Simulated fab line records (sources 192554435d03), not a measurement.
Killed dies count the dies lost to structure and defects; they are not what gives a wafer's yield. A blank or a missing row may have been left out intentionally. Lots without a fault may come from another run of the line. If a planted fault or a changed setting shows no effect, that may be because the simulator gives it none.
The tool behind it: which one?	flow n5_finfet	24 lots with 72 wafers sampled at 6 steps, on a route of 1938 steps

WHAT THE GAUGES SHOWED, per wafer
The record lacks any reading of a measuring or inspecting step that a usual standard deviation could be used to judge.

EACH LOT AND THE TOOL THAT RAN IT (in order: tool; ch and the chambers of the sampled wafers; start)
lot	N5_BEOL_M3_STRIP_19	N5_BEOL_M3_STRIP_36	N5_BEOL_M3_PRE_CLEAN_45	N5_BEOL_M3_SPUTTER_48	N5_BEOL_M3_ANNEAL_49	N5_BEOL_M3_PRE_CLEAN_60
L076	rie_diel-04 ch 1,3, day 8 07:40	rie_diel-05 ch 1,3, day 8 21:45	pvd_sputter-02, day 8 22:23	pvd_sputter-01, day 8 22:56	pvd_sputter-01, day 8 23:01	cvd_co-01 ch 1,2, day 9 01:37
L078	rie_diel-04 ch 1,3, day 8 07:50	rie_diel-01 ch 0,2, day 9 00:23	pvd_sputter-01, day 9 00:55	pvd_sputter-02, day 9 01:42	pvd_sputter-02, day 9 01:47	cvd_co-02 ch 0,1,2, day 9 04:25
L074	rie_diel-05 ch 0,1,2, day 8 08:47	rie_diel-04 ch 0,1,2, day 9 00:31	pvd_sputter-01, day 9 01:23	pvd_sputter-03, day 9 03:23	pvd_sputter-03, day 9 03:28	cvd_co-01 ch 0,1, day 9 05:58
L077	rie_diel-01 ch 0,3, day 8 10:40	rie_diel-04 ch 0,1,2, day 9 04:40	pvd_sputter-02, day 9 05:17	pvd_sputter-02, day 9 06:05	pvd_sputter-02, day 9 06:10	cvd_co-01 ch 0,1, day 9 08:58
L075	rie_diel-01 ch 1,2,3, day 8 13:39	rie_diel-01 ch 1,2,3, day 9 09:59	pvd_sputter-03, day 9 11:17	pvd_sputter-03, day 9 11:54	pvd_sputter-03, day 9 11:59	cvd_co-01 ch 0,1,2, day 9 14:29
L079	rie_diel-05 ch 1,2,3, day 8 19:59	rie_diel-05 ch 1,2,3, day 9 15:58	pvd_sputter-01, day 9 16:46	pvd_sputter-01, day 9 17:18	pvd_sputter-01, day 9 17:23	cvd_co-01 ch 0,1,2, day 9 19:53
L080	rie_diel-04 ch 1,2, day 8 22:50	rie_diel-01 ch 1,2, day 9 13:11	pvd_sputter-02, day 9 13:54	pvd_sputter-01, day 9 14:53	pvd_sputter-01, day 9 14:58	cvd_co-02 ch 0,2, day 9 17:29
L081	rie_diel-05 ch 0,2, day 9 06:13	rie_diel-01 ch 1,2, day 9 23:29	pvd_sputter-03, day 9 23:54	pvd_sputter-01, day 10 02:01	pvd_sputter-01, day 10 02:05	cvd_co-02 ch 0,2, day 10 04:35
L082	rie_diel-01 ch 1,2,3, day 9 13:59	rie_diel-04 ch 1,2,3, day 10 04:11	pvd_sputter-01, day 10 04:38	pvd_sputter-02, day 10 05:19	pvd_sputter-02, day 10 05:23	cvd_co-02 ch 0,2, day 10 07:56
L083	rie_diel-01 ch 1,2, day 9 15:10	rie_diel-05 ch 0,2,3, day 10 04:13	pvd_sputter-02, day 10 04:57	pvd_sputter-03, day 10 05:53	pvd_sputter-03, day 10 05:58	cvd_co-02 ch 0,2, day 10 08:28
L086	rie_diel-05 ch 1,2,3, day 11 05:48	rie_diel-04 ch 0,2, day 11 15:45	pvd_sputter-03, day 11 18:16	pvd_sputter-03, day 11 18:53	pvd_sputter-03, day 11 18:58	cvd_co-02 ch 0,1,2, day 11 21:28
L084	rie_diel-01 ch 0,3, day 11 12:17	rie_diel-01 ch 0,1,3, day 12 02:28	pvd_sputter-02, day 12 03:21	pvd_sputter-02, day 12 03:59	pvd_sputter-02, day 12 04:04	cvd_co-01 ch 0, day 12 07:02
L085	rie_diel-05 ch 1,2, day 11 15:35	rie_diel-01 ch 1,3, day 12 05:37	pvd_sputter-01, day 12 06:11	pvd_sputter-02, day 12 07:11	pvd_sputter-02, day 12 07:16	cvd_co-01 ch 1,2, day 12 09:51
L087	rie_diel-04 ch 0,1, day 11 16:57	rie_diel-01 ch 0,1, day 12 09:05	pvd_sputter-01, day 12 10:16	pvd_sputter-02, day 12 11:01	pvd_sputter-02, day 12 11:06	cvd_co-01 ch 0,1, day 12 13:43
L088	rie_diel-04 ch 0,2, day 11 21:03	rie_diel-05 ch 1,2,3, day 12 10:49	pvd_sputter-03, day 12 11:49	pvd_sputter-02, day 12 12:52	pvd_sputter-02, day 12 12:56	cvd_co-02 ch 0,1,2, day 12 15:34
L089	rie_diel-04 ch 0,1,2, day 11 22:53	rie_diel-04 ch 1,2,3, day 12 13:47	pvd_sputter-03, day 12 14:41	pvd_sputter-01, day 12 15:19	pvd_sputter-01, day 12 15:24	cvd_co-02 ch 1,2, day 12 17:55
L090	rie_diel-04 ch 0,1,2, day 12 00:05	rie_diel-04 ch 1,2,3, day 12 19:25	pvd_sputter-01, day 12 20:06	pvd_sputter-01, day 12 22:13	pvd_sputter-01, day 12 22:18	cvd_co-02 ch 0,1,2, day 13 00:48
L091	rie_diel-04 ch 0,2, day 12 05:21	rie_diel-04 ch 1,2, day 12 14:11	pvd_sputter-01, day 12 14:52	pvd_sputter-01, day 12 17:10	pvd_sputter-01, day 12 17:14	cvd_co-01 ch 0,1,2, day 12 19:45
L093	rie_diel-04 ch 1,2, day 12 11:49	rie_diel-05 ch 0,1,3, day 12 22:34	pvd_sputter-02, day 12 23:14	pvd_sputter-03, day 13 01:07	pvd_sputter-03, day 13 01:11	cvd_co-02 ch 0,1, day 13 03:42
L092	rie_diel-05 ch 0,3, day 12 14:54	rie_diel-01 ch 0,1, day 13 01:59	pvd_sputter-01, day 13 03:00	pvd_sputter-03, day 13 03:32	pvd_sputter-03, day 13 03:37	cvd_co-02 ch 0,2, day 13 06:17
L094	rie_diel-05 ch 1,3, day 12 20:04	rie_diel-01 ch 0,1,2, day 13 03:33	pvd_sputter-01, day 13 04:14	pvd_sputter-02, day 13 05:16	pvd_sputter-02, day 13 05:20	cvd_co-01 ch 1,2, day 13 07:51
L095	rie_diel-05 ch 0,2,3, day 13 00:19	rie_diel-01 ch 1,2,3, day 13 16:01	pvd_sputter-03, day 13 16:38	pvd_sputter-02, day 13 17:22	pvd_sputter-02, day 13 17:27	cvd_co-02 ch 0,1,2, day 13 19:57
L096	rie_diel-05 ch 0,1,2, day 13 03:05	rie_diel-05 ch 0,1,2, day 13 19:45	pvd_sputter-03, day 13 20:30	pvd_sputter-02, day 13 22:45	pvd_sputter-02, day 13 22:50	cvd_co-02 ch 1,2, day 14 01:20
L097	rie_diel-01 ch 0,1,2, day 13 18:08	rie_diel-05 ch 0,2,3, day 15 03:29	pvd_sputter-02, day 15 04:30	pvd_sputter-01, day 15 05:38	pvd_sputter-01, day 15 05:43	cvd_co-01 ch 0,2, day 15 08:14
- N5_BEOL_M3_STRIP_19: strips in O2.
- N5_BEOL_M3_STRIP_36: strips in N2/H2.
- N5_BEOL_M3_PRE_CLEAN_45: time 30 s.
- N5_BEOL_M3_SPUTTER_48: material Cu, target thk 4.5 nm, time 8.29 s.
- N5_BEOL_M3_ANNEAL_49: time 240 s.
- N5_BEOL_M3_PRE_CLEAN_60: time 15 s.

AS READ BY THE TOOLS THEMSELVES (means over the sampled wafers that have a number; for cases with no such wafer, the mark the record gives instead)
N5_BEOL_M3_STRIP_19. Usual: drypump_motor_current_A 5.6 A, standard deviation 0.45; oes_product_au 0.78 a.u., standard deviation 0.074; rf_vpp_V 3.6 V, standard deviation 0.44; showerhead_plenum_p_Torr 2.08 Torr, standard deviation 0.075; temp_c 39.99 C, standard deviation 0.11; throttle_valve_pct 16.75 %, standard deviation 0.21.
lot	tool	drypump_motor_current_A (A)	oes_product_au (a.u.)	rf_vpp_V (V)	showerhead_plenum_p_Torr (Torr)	temp_c (C)	throttle_valve_pct (%)	flag
L076	rie_diel-04	5.8	0.75	4.0	2.08	39.93	16.97	
L078	rie_diel-04	5.8	0.76	3.5	2.08	40.04	16.97	
L074	rie_diel-05	5.4	0.80	3.4	2.15	40.02	16.87	
L077	rie_diel-01	6.2	0.84	3.5	2.07	39.89	16.67	
L075	rie_diel-01	5.9	0.82	3.2	2.12	39.88	16.59	
L079	rie_diel-05	5.5	0.84	3.3	2.10	40.05	16.72	
L080	rie_diel-04	5.6	0.81	4.1	2.02	39.96	16.54	
L081	rie_diel-05	5.0	0.73	3.6	2.13	39.93	16.90	
L082	rie_diel-01	5.8	0.82	3.7	2.12	39.98	16.60	
L083	rie_diel-01	5.5	0.79	3.1	2.16	40.06	16.62	
L086	rie_diel-05	5.5	0.81	3.5	2.09	40.04	16.75	
L084	rie_diel-01	6.2	0.91	3.8	2.09	39.95	16.59	
L085	rie_diel-05	5.7	0.82	4.0	2.16	39.94	16.90	
L087	rie_diel-04	5.7	0.79	3.3	2.04	39.92	16.82	
L088	rie_diel-04	5.7	0.71	3.5	2.03	40.00	16.78	
L089	rie_diel-04	5.7	0.76	3.8	2.03	40.12	16.73	
L090	rie_diel-04	5.7	0.75	3.4	2.03	39.98	16.73	
L091	rie_diel-04	5.7	0.70	3.4	2.03	40.09	16.79	
L093	rie_diel-04	5.6	0.80	3.5	2.02	40.08	16.67	
L092	rie_diel-05	4.9	0.79	3.1	2.07	39.98	16.64	
L094	rie_diel-05	5.3	0.84	3.2	2.09	40.03	16.62	
L095	rie_diel-05	5.1	0.75	3.4	2.07	39.99	16.79	
L096	rie_diel-05	5.4	0.75	3.8	2.14	39.92	16.94	
L097	rie_diel-01	5.8	0.80	3.7	2.15	39.97	16.70	

N5_BEOL_M3_STRIP_36. Usual: drypump_motor_current_A is 5.7 A with standard deviation 0.48, n2_flow_sccm is 199.9 sccm with standard deviation 0.64, oes_product_au is 0.79 a.u. with standard deviation 0.078, rf_vpp_V is 59.1 V with standard deviation 1.4, showerhead_plenum_p_Torr is 2.53 Torr with standard deviation 0.085, temp_c is 40.00 C with standard deviation 0.12, and throttle_valve_pct is 23.71 % with standard deviation 0.28.
lot	tool	drypump_motor_current_A (A)	n2_flow_sccm (sccm)	oes_product_au (a.u.)	rf_vpp_V (V)	showerhead_plenum_p_Torr (Torr)	temp_c (C)	throttle_valve_pct (%)	flag
L076	rie_diel-05	5.3	200.1	0.87	59.4	2.54	39.96	23.81	
L078	rie_diel-01	5.8	200.3	0.75	59.6	2.61	39.91	23.97	
L074	rie_diel-04	5.7	200.8	0.78	58.4	2.47	40.09	23.70	
L077	rie_diel-04	5.7	200.0	0.77	58.4	2.47	40.08	23.70	
L075	rie_diel-01	5.9	199.6	0.81	59.7	2.56	39.95	23.53	
L079	rie_diel-05	5.5	199.4	0.83	57.3	2.53	40.02	23.74	
L080	rie_diel-01	5.4	199.8	0.80	58.6	2.60	39.98	23.57	
L081	rie_diel-01	5.5	200.0	0.79	58.8	2.60	40.04	23.58	
L082	rie_diel-04	5.7	200.1	0.77	60.1	2.47	40.00	23.65	
L083	rie_diel-05	5.1	199.6	0.77	58.4	2.51	40.00	23.64	
L086	rie_diel-04	5.7	198.9	0.70	59.2	2.48	40.01	23.78	
L084	rie_diel-01	6.2	200.0	0.83	59.1	2.56	39.97	23.69	
L085	rie_diel-01	6.3	199.6	0.76	57.6	2.56	40.01	23.60	
L087	rie_diel-01	6.1	199.8	0.77	61.0	2.61	40.07	23.81	
L088	rie_diel-05	5.5	200.7	0.81	59.1	2.52	40.06	23.75	
L089	rie_diel-04	5.7	199.8	0.76	57.6	2.46	39.92	23.70	
L090	rie_diel-04	5.7	199.8	0.74	58.7	2.46	40.08	23.68	
L091	rie_diel-04	5.6	200.0	0.77	58.7	2.43	39.90	23.43	
L093	rie_diel-05	5.2	199.4	0.78	60.1	2.59	40.13	23.91	
L092	rie_diel-01	6.1	200.0	0.77	59.7	2.60	40.16	23.79	
L094	rie_diel-01	5.8	200.4	0.80	60.0	2.60	40.04	23.74	
L095	rie_diel-01	5.9	199.7	0.78	59.2	2.55	39.97	23.54	
L096	rie_diel-05	5.4	199.9	0.75	58.8	2.57	40.08	23.83	
L097	rie_diel-05	5.1	200.3	0.74	58.9	2.49	39.97	23.69	

N5_BEOL_M3_PRE_CLEAN_45. Usual: heater_power_w 334 W, standard deviation 42.
lot	tool	heater_power_w (W)	flag
L076	pvd_sputter-02	383	
L078	pvd_sputter-01	304	
L074	pvd_sputter-01	309	
L077	pvd_sputter-02	366	
L075	pvd_sputter-03	297	
L079	pvd_sputter-01	351	
L080	pvd_sputter-02	313	
L081	pvd_sputter-03	305	
L082	pvd_sputter-01	310	
L083	pvd_sputter-02	373	
L086	pvd_sputter-03	313	
L084	pvd_sputter-02	342	
L085	pvd_sputter-01	329	
L087	pvd_sputter-01	315	
L088	pvd_sputter-03	336	
L089	pvd_sputter-03	346	
L090	pvd_sputter-01	342	
L091	pvd_sputter-01	315	
L093	pvd_sputter-02	404	
L092	pvd_sputter-01	334	
L094	pvd_sputter-01	333	
L095	pvd_sputter-03	339	
L096	pvd_sputter-03	314	
L097	pvd_sputter-02	327	

N5_BEOL_M3_SPUTTER_48. Usual: throttle_valve_pct 29.6 %, standard deviation 0.9.
lot	tool	throttle_valve_pct (%)	flag
L076	pvd_sputter-01	29.5	
L078	pvd_sputter-02	29.2	
L074	pvd_sputter-03	30.0	
L077	pvd_sputter-02	29.2	
L075	pvd_sputter-03	30.8	
L079	pvd_sputter-01	29.5	
L080	pvd_sputter-01	30.1	
L081	pvd_sputter-01	29.0	
L082	pvd_sputter-02	29.4	
L083	pvd_sputter-03	30.1	
L086	pvd_sputter-03	29.7	
L084	pvd_sputter-02	29.0	
L085	pvd_sputter-02	29.5	
L087	pvd_sputter-02	29.2	
L088	pvd_sputter-02	29.6	
L089	pvd_sputter-01	30.1	
L090	pvd_sputter-01	30.0	
L091	pvd_sputter-01	29.0	
L093	pvd_sputter-03	29.9	
L092	pvd_sputter-03	29.6	
L094	pvd_sputter-02	29.4	
L095	pvd_sputter-02	29.1	
L096	pvd_sputter-02	29.3	
L097	pvd_sputter-01	29.0	

N5_BEOL_M3_ANNEAL_49. Usual: heater_power_w 842 W, standard deviation 110.
lot	tool	heater_power_w (W)	flag
L076	pvd_sputter-01	793	
L078	pvd_sputter-02	819	
L074	pvd_sputter-03	854	
L077	pvd_sputter-02	930	
L075	pvd_sputter-03	774	
L079	pvd_sputter-01	832	
L080	pvd_sputter-01	803	
L081	pvd_sputter-01	768	
L082	pvd_sputter-02	983	
L083	pvd_sputter-03	905	
L086	pvd_sputter-03	883	
L084	pvd_sputter-02	890	
L085	pvd_sputter-02	793	
L087	pvd_sputter-02	818	
L088	pvd_sputter-02	900	
L089	pvd_sputter-01	803	
L090	pvd_sputter-01	820	
L091	pvd_sputter-01	796	
L093	pvd_sputter-03	919	
L092	pvd_sputter-03	919	
L094	pvd_sputter-02	876	
L095	pvd_sputter-02	813	
L096	pvd_sputter-02	932	
L097	pvd_sputter-01	771	

N5_BEOL_M3_PRE_CLEAN_60. Usual: heater_power_w 104 W, standard deviation 10.
lot	tool	heater_power_w (W)	flag
L076	cvd_co-01	105	
L078	cvd_co-02	103	
L074	cvd_co-01	104	
L077	cvd_co-01	104	
L075	cvd_co-01	105	
L079	cvd_co-01	103	
L080	cvd_co-02	104	
L081	cvd_co-02	103	
L082	cvd_co-02	103	
L083	cvd_co-02	103	
L086	cvd_co-02	105	
L084	cvd_co-01	99	
L085	cvd_co-01	106	
L087	cvd_co-01	106	
L088	cvd_co-02	104	
L089	cvd_co-02	95	
L090	cvd_co-02	105	
L091	cvd_co-01	104	
L093	cvd_co-02	113	
L092	cvd_co-02	113	
L094	cvd_co-01	106	
L095	cvd_co-02	105	
L096	cvd_co-02	95	
L097	cvd_co-01	100	

THE ANSWER, worked out from the rows above alone
Rule: a lot is off if the mean of its wafers that have a number lies more than 3 standard deviations from the usual mean. Also off: a lot with no number at a reading for which 4 or more lots have one. Where the step has rows for the other lots, those lots are counted as sound. The gauges are gone through in route order, then the tools' own readings, and for those a lot's mean is taken as printed above. The first step at which some lot is off is used, and at that step the reading that is off furthest; a lot without a number counts as furthest.
No lot is off at any reading shown: from this, nothing can be told.

WHAT WAS PUT IN BY THE SIMULATOR
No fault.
